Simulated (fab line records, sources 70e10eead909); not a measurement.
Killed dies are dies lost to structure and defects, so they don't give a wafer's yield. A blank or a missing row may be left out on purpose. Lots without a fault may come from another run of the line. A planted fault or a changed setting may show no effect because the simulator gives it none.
fab line records | flow nand_harc
record lots=5 wafers=15 last_day=33
route steps=1302 shown A_CONTACT@1047
lots that met no fault: from a run of the same line without faults
start_h: hours from the record's first day to the start of the lot's first wafer shown | wait_h: hours since the lot's step before | " the same as in the row above | L1.1+2: a row that stands for several wafers | - no value, or no start given | * or withheld: withheld | < > ~ a bound
route shown NAME@n: a module of which the file shows steps, and the number in the route of the first | usual: mean/standard deviation of fault-free wafers | same: alike in all rows | chamber/n: place in a boat | sites: the reading at each site | _std_site: their standard deviation | _edge_site: outer sites' mean less inner sites' | radius_mm: how far each site lies from the wafer's centre | mask NAME#n: copy n | behind: the tool/chamber that last shaped the wafer | hold: why the lot was held/for how many hours/how that ended | device: the transistor (n, p or np) that didn't switch | end of line: the same wafers' tests at the end of the route | a step without rows: its recipe alone | killed: dies lost to structure and defects at the first sort, not the wafer's yield | map: a wafer's dies, x killed, . not, _ none there
set.NAME: the setting as run; set.NAME@STEP: as run at that earlier step | model.NAME: the simulator's own value behind a step, which no gauge read
lots at some steps of the route; a table a step, a row a wafer
services: from which hour (start_h, from the record's first day; less than 0 if before it) a tool's chamber was out of use, for how many hours, and why
## steps
# step NHARC_A_CONTACT_ETCH_124
# recipe source_w=withheld pressure_mtorr=20 bias_v=withheld time_s=140 target_depth_a=7000 ar_flow_sccm=withheld c4f8_flow_sccm=withheld o2_flow_sccm=withheld chemistry=C4F8/O2/Ar
# columns lot.wafer tool chamber start_h wait_h rf_hours_counter_h
L075.2 har_cap_etch-02 0 531.83 - 91
L075.3 " 0 " " -
L075.6 " 0 " " -
L080.2 har_cap_etch-03 0 570.03 - 54
L080.3 " 1 " " -
L080.5 " 0 " " -
L082.2 har_cap_etch-01 1 598.98 - 14
L082.1 " 0 " " 14
L082.5 " 0 " " -
L087.1 har_cap_etch-03 0 646.74 - 68
L087.2 " 1 " " 68
L087.5 " 0 " " -
L096.1 har_cap_etch-03 0 733.46 - 83
L096.3 " 0 " " -
L096.6 " 1 " " -
# step NHARC_A_CONTACT_ETCH_125
# recipe source_w=withheld pressure_mtorr=20 bias_v=3000 time_s=197 target_depth_a=19180 ar_flow_sccm=withheld c4f8_flow_sccm=withheld o2_flow_sccm=withheld chemistry=C4F8/O2/Ar
# columns lot.wafer tool chamber start_h wait_h rf_hours_counter_h
L075.2 har_cap_etch-02 0 532.03 0.2 91
L075.3 " 0 " " -
L075.6 " 0 " " -
L080.2 har_cap_etch-03 0 570.23 0.2 54
L080.3 " 1 " " -
L080.5 " 0 " " -
L082.2 har_cap_etch-01 1 599.18 0.2 14
L082.1 " 0 " " 14
L082.5 " 0 " " -
L087.1 har_cap_etch-03 0 647.00 0.2 68
L087.2 " 1 " " 68
L087.5 " 0 " " -
L096.1 har_cap_etch-03 0 733.66 0.2 83
L096.3 " 0 " " -
L096.6 " 1 " " -
# step NHARC_A_CONTACT_ETCH_126
# recipe source_w=withheld pressure_mtorr=20 bias_v=3000 time_s=197 target_depth_a=19180 ar_flow_sccm=withheld c4f8_flow_sccm=withheld o2_flow_sccm=withheld chemistry=C4F8/O2/Ar
# columns lot.wafer tool chamber start_h wait_h rf_hours_counter_h
L075.2 har_cap_etch-02 0 532.20 0.1 91
L075.3 " 0 " " -
L075.6 " 0 " " -
L080.2 har_cap_etch-03 0 570.40 0.1 54
L080.3 " 1 " " -
L080.5 " 0 " " -
L082.2 har_cap_etch-01 1 599.36 0.1 14
L082.1 " 0 " " 14
L082.5 " 0 " " -
L087.1 har_cap_etch-03 0 647.24 0.2 68
L087.2 " 1 " " 68
L087.5 " 0 " " -
L096.1 har_cap_etch-03 0 733.83 0.1 83
L096.3 " 0 " " -
L096.6 " 1 " " -
# step NHARC_A_CONTACT_ETCH_127
# recipe source_w=withheld pressure_mtorr=20 bias_v=3000 time_s=197 target_depth_a=19180 ar_flow_sccm=withheld c4f8_flow_sccm=withheld o2_flow_sccm=withheld chemistry=C4F8/O2/Ar
# columns lot.wafer tool chamber start_h wait_h rf_hours_counter_h
L075.2 har_cap_etch-02 0 532.38 0.1 91
L075.3 " 0 " " -
L075.6 " 0 " " -
L080.2 har_cap_etch-03 0 570.58 0.1 55
L080.3 " 1 " " -
L080.5 " 0 " " -
L082.2 har_cap_etch-01 1 599.54 0.1 14
L082.1 " 0 " " 14
L082.5 " 0 " " -
L087.1 har_cap_etch-03 0 647.41 0.1 68
L087.2 " 1 " " 68
L087.5 " 0 " " -
L096.1 har_cap_etch-03 0 734.01 0.1 83
L096.3 " 0 " " -
L096.6 " 1 " " -
# step NHARC_A_CONTACT_ETCH_128
# recipe source_w=withheld pressure_mtorr=20 bias_v=3000 time_s=197 target_depth_a=19180 ar_flow_sccm=withheld c4f8_flow_sccm=withheld o2_flow_sccm=withheld chemistry=C4F8/O2/Ar
# columns lot.wafer tool chamber start_h wait_h rf_hours_counter_h
L075.2 har_cap_etch-02 0 532.55 0.1 91
L075.3 " 0 " " -
L075.6 " 0 " " -
L080.2 har_cap_etch-03 0 570.76 0.1 55
L080.3 " 1 " " -
L080.5 " 0 " " -
L082.2 har_cap_etch-01 1 599.71 0.1 15
L082.1 " 0 " " 15
L082.5 " 0 " " -
L087.1 har_cap_etch-03 0 647.59 0.1 69
L087.2 " 1 " " 69
L087.5 " 0 " " -
L096.1 har_cap_etch-03 0 734.19 0.1 84
L096.3 " 0 " " -
L096.6 " 1 " " -
# step NHARC_A_CONTACT_ETCH_129
# recipe source_w=withheld pressure_mtorr=20 bias_v=3000 time_s=197 target_depth_a=19180 ar_flow_sccm=withheld c4f8_flow_sccm=withheld o2_flow_sccm=withheld chemistry=C4F8/O2/Ar
# columns lot.wafer tool chamber start_h wait_h rf_hours_counter_h
L075.2 har_cap_etch-02 0 532.73 0.1 91
L075.3 " 0 " " -
L075.6 " 0 " " -
L080.2 har_cap_etch-03 0 570.93 0.1 55
L080.3 " 1 " " -
L080.5 " 0 " " -
L082.2 har_cap_etch-01 1 599.89 0.1 15
L082.1 " 0 " " 15
L082.5 " 0 " " -
L087.1 har_cap_etch-03 0 647.77 0.1 69
L087.2 " 1 " " 69
L087.5 " 0 " " -
L096.1 har_cap_etch-03 0 734.36 0.1 84
L096.3 " 0 " " -
L096.6 " 1 " " -
# step NHARC_A_CONTACT_ETCH_130
# recipe source_w=withheld pressure_mtorr=20 bias_v=3000 time_s=197 target_depth_a=19180 ar_flow_sccm=withheld c4f8_flow_sccm=withheld o2_flow_sccm=withheld chemistry=C4F8/O2/Ar
# columns lot.wafer tool chamber start_h wait_h rf_hours_counter_h
L075.2 har_cap_etch-02 0 532.90 0.1 92
L075.3 " 0 " " -
L075.6 " 0 " " -
L080.2 har_cap_etch-03 0 571.11 0.1 55
L080.3 " 1 " " -
L080.5 " 0 " " -
L082.2 har_cap_etch-01 1 600.06 0.1 15
L082.1 " 0 " " 15
L082.5 " 0 " " -
L087.1 har_cap_etch-03 0 647.95 0.1 69
L087.2 " 1 " " 69
L087.5 " 0 " " -
L096.1 har_cap_etch-03 0 734.54 0.1 84
L096.3 " 0 " " -
L096.6 " 1 " " -
# step NHARC_A_CONTACT_ETCH_131
# recipe source_w=withheld pressure_mtorr=20 bias_v=3000 time_s=197 target_depth_a=19180 ar_flow_sccm=withheld c4f8_flow_sccm=withheld o2_flow_sccm=withheld chemistry=C4F8/O2/Ar
# columns lot.wafer tool chamber start_h wait_h rf_hours_counter_h
L075.2 har_cap_etch-02 0 533.08 0.1 92
L075.3 " 0 " " -
L075.6 " 0 " " -
L080.2 har_cap_etch-03 0 571.29 0.1 55
L080.3 " 1 " " -
L080.5 " 0 " " -
L082.2 har_cap_etch-01 1 600.24 0.1 15
L082.1 " 0 " " 15
L082.5 " 0 " " -
L087.1 har_cap_etch-03 0 648.12 0.1 69
L087.2 " 1 " " 69
L087.5 " 0 " " -
L096.1 har_cap_etch-03 0 734.72 0.1 84
L096.3 " 0 " " -
L096.6 " 1 " " -
# step NHARC_A_CONTACT_ETCH_132
# recipe source_w=withheld pressure_mtorr=20 bias_v=3000 time_s=197 target_depth_a=19240 ar_flow_sccm=withheld c4f8_flow_sccm=withheld o2_flow_sccm=withheld chemistry=C4F8/O2/Ar
# columns lot.wafer tool chamber start_h wait_h rf_hours_counter_h
L075.2 har_cap_etch-02 0 533.26 0.1 92
L075.3 " 0 " " -
L075.6 " 0 " " -
L080.2 har_cap_etch-03 0 571.46 0.1 55
L080.3 " 1 " " -
L080.5 " 0 " " -
L082.2 har_cap_etch-01 1 600.42 0.1 15
L082.1 " 0 " " 15
L082.5 " 0 " " -
L087.1 har_cap_etch-03 0 648.30 0.1 69
L087.2 " 1 " " 69
L087.5 " 0 " " -
L096.1 har_cap_etch-03 0 734.90 0.1 84
L096.3 " 0 " " -
L096.6 " 1 " " -
# step NHARC_A_CONTACT_ETCH_133
# recipe source_w=withheld pressure_mtorr=20 bias_v=400 time_s=374 target_depth_a=16100 ar_flow_sccm=withheld c4f8_flow_sccm=11.5 o2_flow_sccm=7.2 chemistry=C4F8/O2/Ar
# columns lot.wafer tool chamber start_h wait_h rf_hours_counter_h
L075.2 har_cap_etch-02 0 533.43 0.1 92
L075.3 " 0 " " -
L075.6 " 0 " " -
L080.2 har_cap_etch-03 0 571.68 0.2 56
L080.3 " 1 " " -
L080.5 " 0 " " -
L082.2 har_cap_etch-01 1 600.60 0.1 15
L082.1 " 0 " " 15
L082.5 " 0 " " -
L087.1 har_cap_etch-03 0 648.47 0.1 70
L087.2 " 1 " " 70
L087.5 " 0 " " -
L096.1 har_cap_etch-03 0 735.12 0.2 84
L096.3 " 0 " " -
L096.6 " 1 " " -
# step NHARC_A_CONTACT_ETCH_91
# recipe target_depth_a=400 over_etch_frac=0.5 time_s=85.7 ion_energy_ev=120 ch3f_flow_sccm=50 o2_flow_sccm=30 ar_flow_sccm=200 rf_w=500 bias_w=100 chemistry=CH3F/O2
# usual drypump_motor_current_A=5.74/0.25 oes_product_au=0.96/0.038 rf_vpp_V=244.4/1.6 showerhead_plenum_p_Torr=2.46/0.095 throttle_valve_pct=20.663/0.0094
# columns lot.wafer tool chamber start_h wait_h drypump_motor_current_A oes_product_au rf_hours_counter_h rf_vpp_V showerhead_plenum_p_Torr throttle_valve_pct
L075.3 rie_diel-13 2 534.21 0.6 5.79 0.99 2 242.8 2.36 20.652
L075.2 " 3 " " 5.94 1.00 3 244.0 2.46 20.668
L075.6 " 2 " " 5.82 0.99 - 242.8 2.36 20.671
L080.3 rie_diel-12 2 572.60 0.8 5.87 1.00 25 245.7 2.54 20.659
L080.2 " 3 " " 5.85 0.99 24 243.6 2.39 20.665
L080.5 " 2 " " 5.89 1.00 - 246.5 2.54 20.658
L082.2 rie_diel-13 1 601.42 0.8 5.90 0.93 23 244.3 2.50 20.653
L082.1 " 2 " " 5.81 0.92 27 243.1 2.35 20.660
L082.5 " 3 " " 5.93 0.93 - 243.8 2.45 20.669
L087.2 rie_diel-13 1 649.28 0.7 5.91 0.91 32 244.5 2.50 20.668
L087.1 " 3 " " 5.94 0.93 41 244.7 2.44 20.663
L087.5 " 1 " " 5.96 0.92 - 246.5 2.50 20.664
L096.1 rie_diel-12 2 735.83 0.6 5.89 0.94 17 246.5 2.53 20.678
L096.3 " 3 " " 5.83 0.92 16 242.1 2.38 20.661
L096.6 " 2 " " 5.90 0.93 - 245.3 2.53 20.653
# step NHARC_A_CONTACT_ETCH_97
# recipe target_depth_a=200 over_etch_frac=0.5 time_s=10 ion_energy_ev=250 c4f6_flow_sccm=25 o2_flow_sccm=20 ar_flow_sccm=500 rf_w=600 bias_w=500 chemistry=C4F6/O2
# usual c4f6_flow_sccm=25.01/0.073 drypump_motor_current_A=5.73/0.25 oes_product_au=0.974/0.028 rf_vpp_V=547/3 showerhead_plenum_p_Torr=3.91/0.15 throttle_valve_pct=26.904/0.0089
# columns lot.wafer tool chamber start_h wait_h c4f6_flow_sccm drypump_motor_current_A oes_product_au rf_hours_counter_h rf_vpp_V showerhead_plenum_p_Torr throttle_valve_pct
L075.3 rie_diel-13 0 - - 24.88 5.87 0.998 2 549 4.02 26.908
L075.2 " 1 " " 24.92 5.92 1.009 2 550 4.00 26.915
L075.6 " 0 " " 24.83 5.87 0.995 - 549 4.02 26.899
L080.3 rie_diel-12 2 - - 24.90 5.90 0.996 25 550 4.05 26.892
L080.2 " 3 " " 24.97 5.85 0.993 24 545 3.81 26.916
L080.5 " 3 " " 25.11 5.85 0.987 - 544 3.81 26.910
L082.2 rie_diel-13 0 - - 25.04 5.87 0.963 28 548 4.00 26.918
L082.1 " 1 " " 24.94 5.95 0.944 23 549 3.99 26.896
L082.5 " 0 " " 25.01 5.86 0.953 - 548 4.00 26.924
L087.1 rie_diel-13 3 - - 25.03 5.95 0.986 41 547 3.90 26.898
L087.2 " 0 " " 25.05 5.89 0.969 37 549 4.00 26.898
L087.5 " 2 " " 25.05 5.81 0.974 - 543 3.75 26.893
L096.1 rie_diel-12 3 - - 25.06 5.89 0.945 16 543 3.80 26.901
L096.3 " 0 " " 25.04 5.40 0.944 18 541 3.66 26.904
L096.6 " 2 " " 24.95 5.89 0.958 - 550 4.04 26.898
# step NHARC_A_CONTACT_CD_MEAS_80
# usual cd_nm=289.8/0.82
# columns lot.wafer tool chamber start_h wait_h cd_nm
L075.2 cd_sem-02 - 534.44 - 289.2
L075.3 " - " " 289.4
L075.6 " - " " 289.1
L080.2 cd_sem-02 - 572.81 - 289.6
L080.3 " - " " 290.2
L080.5 " - " " 290.8
L082.1 cd_sem-03 - 601.61 - 289.6
L082.2 " - " " 289.4
L082.5 " - " " 289.1
L087.1 cd_sem-02 - 649.54 - 291.0
L087.2 " - " " 290.4
L087.5 " - " " 290.8
L096.1 cd_sem-01 - 736.05 - 289.1
L096.3 " - " " 289.0
L096.6 " - " " 289.0
# step NHARC_A_CONTACT_STRIP_103
# recipe n2_flow_sccm=150 h2_flow_sccm=150 ar_flow_sccm=0 bias_w=0 chemistry=N2/H2
# columns lot.wafer tool chamber start_h wait_h
L075.2+3+6 rie_diel-13 0,1,3 534.52 0.1
L080.3+2+5 rie_diel-12 1,3,2 572.88 0.1
L082.2+1+5 rie_diel-12 3,1,2 601.69 0.1
L087.2+1+5 rie_diel-13 1,2,0 649.63 0.1
L096.3+1+6 rie_diel-02 3,0,3 736.13 0.1
# step NHARC_A_CONTACT_STRIP_104
# recipe cf4_flow_sccm=100 chf3_flow_sccm=30 ar_flow_sccm=0 bias_w=0 chemistry=CF4/CHF3
# columns lot.wafer tool chamber start_h wait_h
L075.3+2+6 rie_diel-13 1,3,2 534.60 0.1
L080.3+2+5 rie_diel-12 0,1,0 572.98 0.1
L082.1+2+5 rie_diel-12 2,3,3 601.86 0.1
L087.1+2+5 rie_diel-13 1,3,2 649.79 0.1
L096.3+1+6 rie_diel-02 0,2,0 736.22 0.1
# step NHARC_A_CONTACT_STRIP_105
# recipe o2_flow_sccm=400 cos_flow_sccm=20 ar_flow_sccm=0 bias_w=0 chemistry=O2/COS
# columns lot.wafer tool chamber start_h wait_h
L075.2+3+6 rie_diel-13 0,1,2 534.67 0.1
L080.2+3+5 rie_diel-12 1,0,1 573.04 0.1
L082.1+2+5 rie_diel-12 1,3,2 601.92 0.1
L087.1+2+5 rie_diel-13 3,2,0 649.85 0.1
L096.1+3+6 rie_diel-02 2,0,1 736.29 0.1
# step NHARC_A_CONTACT_ETCH_106
# recipe target_depth_a=900 overetch_a=90 time_s=49.5 ion_energy_ev=100 cf4_flow_sccm=80 o2_flow_sccm=20 ar_flow_sccm=0 rf_w=300 bias_w=100 chemistry=CF4/O2
# usual drypump_motor_current_A=5.69/0.25 oes_product_au=1.002/0.0099 rf_vpp_V=197.7/1.4 showerhead_plenum_p_Torr=1.33/0.054 throttle_valve_pct=13.398/0.0082
# columns lot.wafer tool chamber start_h wait_h drypump_motor_current_A oes_product_au rf_hours_counter_h rf_vpp_V showerhead_plenum_p_Torr throttle_valve_pct
L075.2 rie_diel-13 0 534.74 0.1 5.84 1.004 2 199.2 1.37 13.392
L075.3 " 1 " " 5.90 1.016 2 198.1 1.36 13.404
L075.6 " 3 " " 5.91 1.010 - 197.9 1.33 13.383
L080.3 rie_diel-12 1 573.10 0.0 5.35 1.017 25 198.4 1.39 13.399
L080.2 " 3 " " 5.81 0.989 24 196.9 1.30 13.408
L080.5 " 2 " " 5.87 1.002 - 198.7 1.38 13.397
L082.1 rie_diel-12 2 601.99 0.1 5.87 0.993 28 198.7 1.38 13.398
L082.2 " 3 " " 5.85 0.995 27 196.3 1.29 13.408
L082.5 " 1 " " 5.35 1.000 - 198.7 1.39 13.412
L087.2 rie_diel-13 2 649.91 0.0 5.83 0.998 36 196.0 1.27 13.403
L087.1 " 3 " " 5.93 1.006 42 197.1 1.33 13.399
L087.5 " 3 " " 5.93 1.011 - 197.8 1.33 13.379
L096.1 rie_diel-02 0 736.34 0.1 6.25 1.001 51 195.3 1.24 13.387
L096.3 " 2 " " 5.65 0.995 51 198.6 1.42 13.402
L096.6 " 1 " " 5.13 0.988 - 198.5 1.37 13.387
# step NHARC_A_CONTACT_STRIP_82
# recipe o2_flow_sccm=500 ar_flow_sccm=0 bias_w=0 chemistry=O2
# usual drypump_motor_current_A=5.71/0.24 oes_product_au=1.000/0.0093 rf_vpp_V=57.7/0.84 showerhead_plenum_p_Torr=3.52/0.14 throttle_valve_pct=17.036/0.0083
# columns lot.wafer tool chamber start_h wait_h drypump_motor_current_A oes_product_au rf_hours_counter_h rf_vpp_V showerhead_plenum_p_Torr throttle_valve_pct
L075.2 rie_diel-13 1 - - 5.92 1.007 2 55.5 3.60 17.031
L075.3 " 2 " " 5.81 1.009 3 57.4 3.38 17.028
L075.6 " 3 " " 5.94 1.019 - 59.4 3.53 17.028
L080.3 rie_diel-12 2 - - 5.92 0.990 25 56.9 3.65 17.045
L080.2 " 1 " " 5.35 1.001 25 60.3 3.66 17.038
L080.5 " 3 " " 5.85 0.984 - 58.3 3.43 17.034
L082.2 rie_diel-12 3 - - 5.85 0.999 27 56.3 3.42 17.032
L082.1 " 0 " " 5.39 1.001 23 57.6 3.29 17.027
L082.5 " 2 " " 5.91 0.993 - 58.0 3.64 17.032
L087.1 rie_diel-13 3 - - 5.93 1.000 42 58.1 3.51 17.040
L087.2 " 1 " " 5.94 0.991 32 58.2 3.58 17.023
L087.5 " 2 " " 5.79 0.999 - 55.9 3.37 17.045
L096.3 rie_diel-02 0 - - 6.29 1.005 51 57.3 3.29 17.032
L096.1 " 1 " " 5.13 0.999 52 57.3 3.61 17.040
L096.6 " 3 " " 5.71 1.013 - 57.2 3.50 17.030
# step NHARC_A_CONTACT_STRIP_83
# recipe time_s=600 temp_c=30 chemistry=post_etch_residue_remover
# columns lot.wafer tool chamber start_h wait_h
L075.2+6+3 wet_bench-04 5,6,0 535.15 -
L080.5+3+2 wet_bench-09 7,1,4 573.49 -
L082.5+2+1 wet_bench-09 4,5,6 602.44 -
L087.1+5+2 wet_bench-09 0,2,3 650.35 -
L096.6+1+3 wet_bench-02 0,1,2 736.74 -
# step NHARC_A_CONTACT_DEP_84
# recipe target_thk_a=28000 temp_c=400 material=aC
# usual throttle_valve_pct=35.000/0.01
# columns lot.wafer tool chamber start_h wait_h throttle_valve_pct
L075.2 acl_dep-01 0 536.01 - 35.016
L075.3 " 0 " " 35.024
L075.6 " 0 " " 35.009
L080.2 acl_dep-02 0 574.05 - 35.000
L080.3 " 0 " " 34.989
L080.5 " 0 " " 34.985
L082.1 acl_dep-01 0 603.51 - 35.007
L082.2 " 0 " " 34.997
L082.5 " 0 " " 35.011
L087.1 acl_dep-01 0 654.06 - 35.005
L087.2 " 0 " " 35.032
L087.5 " 0 " " 34.997
L096.1 acl_dep-02 0 738.18 - 35.013
L096.3 " 0 " " 34.992
L096.6 " 0 " " 35.023
# step NHARC_A_CONTACT_DEP_85
# recipe target_thk_a=600 target_thk_nm=60 temp_c=400 pressure_torr=3.5 flow_sccm=200 rf_w=350 material=SiON
# usual heater_power_w=744/94
# columns lot.wafer tool chamber start_h wait_h heater_power_w
L075.3 pecvd-03 0 537.58 1.0 708
L075.2 " 1 " " 792
L075.6 " 1 " " 785
L080.3 pecvd-02 0 575.50 0.9 569
L080.2 " 2 " " 723
L080.5 " 2 " " 733
L082.2 pecvd-03 2 605.23 1.2 593
L082.1 " 0 " " 600
L082.5 " 0 " " 617
L087.2 pecvd-03 2 655.82 1.2 650
L087.1 " 0 " " 684
L087.5 " 2 " " 647
L096.1 pecvd-02 0 739.93 1.5 617
L096.3 " 1 " " 759
L096.6 " 1 " " 755
# step NHARC_A_CONTACT_DEHYDRATE_00
# recipe temp_c=150 time_s=120
# columns lot.wafer tool chamber start_h wait_h
L075.2+3+6 litho_track-04 0 537.83 0.2
L080.2+3+5 litho_track-01 0 575.77 0.2
L082.1+2+5 litho_track-06 0 605.50 0.2
L087.1+2+5 litho_track-04 0 656.09 0.2
L096.1+3+6 litho_track-01 0 740.20 0.2
# step NHARC_A_CONTACT_HMDS_01
# recipe time_s=30
# columns lot.wafer tool chamber start_h wait_h
L075.2+3+6 litho_track-04 0 - -
L080.2+3+5 litho_track-01 0 - -
L082.1+2+5 litho_track-06 0 - -
L087.1+2+5 litho_track-04 0 - -
L096.1+3+6 litho_track-01 0 - -
# step NHARC_A_CONTACT_COAT_86
# recipe temp_c=260 time_s=75
# columns lot.wafer tool chamber start_h wait_h
L075.2+3+6 litho_track-04 0 - -
L080.2+3+5 litho_track-01 0 - -
L082.1+2+5 litho_track-06 0 - -
L087.1+2+5 litho_track-04 0 - -
L096.1+3+6 litho_track-01 0 - -
# step NHARC_A_CONTACT_COAT_87
# recipe temp_c=225 time_s=65
# columns lot.wafer tool chamber start_h wait_h
L075.2+3+6 litho_track-04 0 - -
L080.2+3+5 litho_track-01 0 - -
L082.1+2+5 litho_track-06 0 - -
L087.1+2+5 litho_track-04 0 - -
L096.1+3+6 litho_track-01 0 - -
# step NHARC_A_CONTACT_COAT_02
# recipe spin_rpm=1500 resist_thk_nm=90
# usual spin_speed_rpm=1500.0/0.88
# columns lot.wafer tool chamber start_h wait_h spin_speed_rpm
L075.2 litho_track-04 0 - - 1500.2
L075.3 " 0 " " 1500.3
L075.6 " 0 " " 1501.0
L080.2 litho_track-01 0 - - 1499.5
L080.3 " 0 " " 1500.7
L080.5 " 0 " " 1501.2
L082.1 litho_track-06 0 - - 1499.1
L082.2 " 0 " " 1499.4
L082.5 " 0 " " 1500.7
L087.1 litho_track-04 0 - - 1499.4
L087.2 " 0 " " 1499.7
L087.5 " 0 " " 1497.8
L096.1 litho_track-01 0 - - 1498.8
L096.3 " 0 " " 1497.6
L096.6 " 0 " " 1499.4
# step NHARC_A_CONTACT_SOFTBAKE_03
# recipe temp_c=105 time_s=55
# columns lot.wafer tool chamber start_h wait_h
L075.2+3+6 litho_track-04 0 - -
L080.2+3+5 litho_track-01 0 - -
L082.1+2+5 litho_track-06 0 - -
L087.1+2+5 litho_track-04 0 - -
L096.1+3+6 litho_track-01 0 - -
# step NHARC_A_CONTACT_EBR_04
# columns lot.wafer tool chamber start_h wait_h
L075.2+3+6 litho_track-04 0 - -
L080.2+3+5 litho_track-01 0 - -
L082.1+2+5 litho_track-06 0 - -
L087.1+2+5 litho_track-04 0 - -
L096.1+3+6 litho_track-01 0 - -
# step NHARC_A_CONTACT_EXPOSE_05
# recipe na=1.35 sigma_outer=0.8 dose_mj=84.24 mask_id=A_CC
# same na=1.35
# columns lot.wafer tool chamber start_h wait_h mask
L075.2+3+6 arfi_scanner-03 0 538.14 - A_CC#0
L080.2+3+5 arfi_scanner-02 0 576.08 - A_CC#0
L082.1+2+5 arfi_scanner-03 0 605.69 - A_CC#0
L087.1+2+5 arfi_scanner-01 0 656.40 - A_CC#0
L096.1+3+6 arfi_scanner-02 0 740.51 - A_CC#0
# step NHARC_A_CONTACT_PEB_06
# recipe peb_temp_c=100 peb_time_s=65
# columns lot.wafer tool chamber start_h wait_h
L075.2+3+6 litho_track-06 0 538.20 0.1
L080.2+3+5 litho_track-04 0 576.14 0.1
L082.1+2+5 litho_track-01 0 605.75 0.1
L087.1+2+5 litho_track-06 0 656.46 0.1
L096.1+3+6 litho_track-01 0 740.57 0.1
# step NHARC_A_CONTACT_DEVELOP_07
# recipe develop_time_s=35 dev_temp_c=23
# columns lot.wafer tool chamber start_h wait_h
L075.2+3+6 litho_track-06 0 - -
L080.2+3+5 litho_track-04 0 - -
L082.1+2+5 litho_track-01 0 - -
L087.1+2+5 litho_track-06 0 - -
L096.1+3+6 litho_track-01 0 - -
# step NHARC_A_CONTACT_CD_MEAS_08
# recipe target_cd_nm=200 landing_energy_ev=500
# usual cd_nm=199.7/0.49
# columns lot.wafer tool chamber start_h wait_h cd_nm
L075.2 cd_sem-03 0 538.28 - 199.5
L075.3 " 0 " " 200.1
L075.6 " 0 " " 199.2
L080.2 cd_sem-02 0 576.22 - 200.4
L080.3 " 0 " " 199.9
L080.5 " 0 " " 199.7
L082.1 cd_sem-01 0 605.82 - 199.9
L082.2 " 0 " " 200.0
L082.5 " 0 " " 199.1
L087.1 cd_sem-03 0 656.54 - 200.0
L087.2 " 0 " " 199.4
L087.5 " 0 " " 199.7
L096.1 cd_sem-03 0 740.65 - 199.6
L096.3 " 0 " " 199.3
L096.6 " 0 " " 199.7
# step NHARC_A_CONTACT_OVL_MEAS_09
# usual overlay_x_nm=0.2/0.78 overlay_y_nm=-0.1/0.82
# columns lot.wafer tool chamber start_h wait_h overlay_x_nm overlay_y_nm
L075.2 overlay-01 - 538.36 - -0.6 -1.3
L075.3 " - " " -0.4 -1.2
L075.6 " - " " -0.5 -1.0
L080.2 overlay-01 - 576.31 - 0.5 0.0
L080.3 " - " " 0.2 0.6
L080.5 " - " " -0.2 0.2
L082.1 overlay-01 - 605.91 - 0.4 0.2
L082.2 " - " " 0.1 -0.1
L082.5 " - " " 0.1 -0.4
L087.1 overlay-01 - 656.63 - 0.7 -0.7
L087.2 " - " " 0.1 -0.5
L087.5 " - " " -0.2 -0.2
L096.1 overlay-01 - 740.74 - 1.2 -0.3
L096.3 " - " " 2.1 0.1
L096.6 " - " " 1.8 0.0
# step NHARC_A_CONTACT_INSPECT_10
# usual raw_defect_count=83/35
# columns lot.wafer tool chamber start_h wait_h raw_defect_count
L075.2 defect_inspect-02 - 538.40 0.0 59
L075.3 " - " " 74
L075.6 " - " " 66
L080.2 defect_inspect-01 - 576.34 0.0 151
L080.3 " - " " 131
L080.5 " - " " 137
L082.1 defect_inspect-02 - 605.95 0.0 153
L082.2 " - " " 123
L082.5 " - " " 145
L087.1 defect_inspect-01 - 656.66 0.0 110
L087.2 " - " " 108
L087.5 " - " " 118
L096.1 defect_inspect-01 - 740.77 0.0 89
L096.3 " - " " 96
L096.6 " - " " 89
# step NHARC_A_CONTACT_DESCUM_13
# recipe time_s=3 o2_flow_sccm=200 ar_flow_sccm=0 bias_power_w=0 chemistry=O2
# usual drypump_motor_current_A=5.71/0.27 oes_product_au=1.003/0.0091 rf_vpp_V=57.8/0.84 showerhead_plenum_p_Torr=1.90/0.081 throttle_valve_pct=11.311/0.0089
# columns lot.wafer tool chamber start_h wait_h drypump_motor_current_A oes_product_au rf_hours_counter_h rf_vpp_V showerhead_plenum_p_Torr throttle_valve_pct
L075.2 rie_diel-13 3 539.09 0.7 5.93 1.023 7 59.4 1.91 11.309
L075.3 " 1 " " 5.97 1.024 5 57.5 1.95 11.317
L075.6 " 3 " " 5.93 1.023 - 57.0 1.91 11.324
L080.3 rie_diel-12 1 576.40 0.1 5.34 1.000 25 56.9 1.99 11.305
L080.2 " 0 " " 5.33 1.002 20 57.1 1.78 11.297
L080.5 " 1 " " 5.33 1.001 - 57.5 1.99 11.314
L082.2 rie_diel-02 0 606.04 0.1 6.27 0.996 7 56.2 1.79 11.293
L082.1 " 1 " " 5.14 1.009 7 58.4 1.97 11.305
L082.5 " 0 " " 6.26 0.999 - 57.9 1.79 11.293
L087.2 rie_diel-12 1 656.73 0.1 5.35 0.997 6 57.6 1.99 11.307
L087.1 " 0 " " 5.41 1.013 5 56.5 1.77 11.292
L087.5 " 2 " " 5.89 1.006 - 58.0 1.98 11.325
L096.3 rie_diel-13 2 740.84 0.1 5.80 1.009 12 57.1 1.81 11.319
L096.1 " 3 " " 5.93 1.009 11 59.1 1.89 11.324
L096.6 " 3 " " 5.92 1.006 - 57.0 1.89 11.319
## services
# columns tool chamber start_h hours kind
rie_diel-13 - 519.58 9.0 pm
wet_bench-09 - 528.87 8.0 pm
litho_track-06 - 529.00 7.0 pm
rie_diel-02 3 538.62 6.4 repair
pecvd-03 1 542.80 23.6 repair
pecvd-03 - 547.75 13.0 pm
acl_dep-01 - 549.65 13.0 pm
litho_track-04 - 553.00 7.0 pm
rie_diel-13 - 556.80 1.1 repair
rie_diel-02 - 571.06 9.0 pm
rie_diel-12 2 574.55 3.9 repair
rie_diel-12 - 622.48 9.0 pm
rie_diel-13 0 653.55 4.0 repair
rie_diel-02 - 663.47 0.3 repair
rie_diel-12 - 669.03 5.1 repair
pecvd-03 2 674.89 8.4 repair
litho_track-01 - 680.00 7.0 pm
wet_bench-09 - 685.00 0.7 repair
rie_diel-13 2 687.26 5.3 repair
acl_dep-01 - 691.89 8.9 repair
rie_diel-13 - 696.58 9.0 pm
litho_track-06 - 704.00 7.0 pm
rie_diel-12 2 710.59 2.6 repair
litho_track-04 - 728.00 7.0 pm
## key
fault none
